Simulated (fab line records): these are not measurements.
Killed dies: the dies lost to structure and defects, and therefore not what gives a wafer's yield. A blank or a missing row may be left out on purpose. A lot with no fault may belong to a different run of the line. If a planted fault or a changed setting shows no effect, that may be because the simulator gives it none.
Chamber matching ; flow nand harc ; ald metal-02 running NHARC_P_CONTACT_ALD_22: 4 sister chambers
The step deposits TiN, target thk 3 nm, pulse time 1 s, ald cycles 150. 18 wafers are shown with their chamber, then 9 later ones without.

EACH WAFER AND ITS CHAMBER
wafer;chamber;heater power w (W);precursor pulse height rel
L077.1;1;873;1.009
L077.2;3;1043;0.987
L077.6;0;1046;1.001
L079.2;1;894;1.006
L079.3;3;1089;1.006
L079.6;0;1059;0.997
L078.3;2;1035;0.987
L078.4;1;861;0.988
L078.6;0;1037;0.999
L081.3;1;895;0.985
L081.4;2;1031;0.993
L081.6;2;1015;1.006
L084.1;2;1036;1.001
L084.5;1;881;1.035
L084.6;2;1023;0.992
L087.1;1;864;0.970
L087.2;2;1012;0.987
L087.3;0;1033;1.026

SIGNATURES (means of the wafers above)
reading;chamber 0;chamber 1;chamber 2;chamber 3;scatter within a chamber
heater power w;1043.75;878.00;1025.33;1066.00;14.8
precursor pulse height rel;1.00575;0.99883;0.99433;0.99650;0.0161
Rule: distance of a wafer from a chamber = root of the sum over the readings of ((wafer's reading minus chamber's mean) / reading's scatter) squared. If the next closest chamber is less than 2 further off than the closest, the wafer can't be placed; otherwise it belongs to the closest. The scatter: the root of (the sum of the squares of (reading less its chamber's mean) over the shown wafers, divided by (wafers less chambers)).

WAFERS WITH NO CHAMBER GIVEN
wafer;heater power w (W);precursor pulse height rel
L089.3;864;0.976
L089.5;1069;0.981
L089.6;1088;0.978
L094.1;858;1.001
L094.3;1006;1.016
L094.6;1039;0.989
L095.3;1064;1.017
L095.5;1039;1.040
L095.6;981;0.999

WHICH CHAMBER EACH WENT THROUGH
wafer;from the rows above;in truth
L089.3;1;1
L089.5;can't be placed: 3 or 0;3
L089.6;can't be placed: 3 or 0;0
L094.1;1;1
L094.3;can't be placed: 2 or 0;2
L094.6;can't be placed: 2 or 0 or 3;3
L095.3;can't be placed: 3 or 0 or 2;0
L095.5;can't be placed: 0 or 2 or 3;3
L095.6;can't be placed: 2 or 0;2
Placed correctly: 2 of 9. From these rows, 7 cannot be placed; in 7 the true chamber is one of the candidates. 0 placed wrongly.
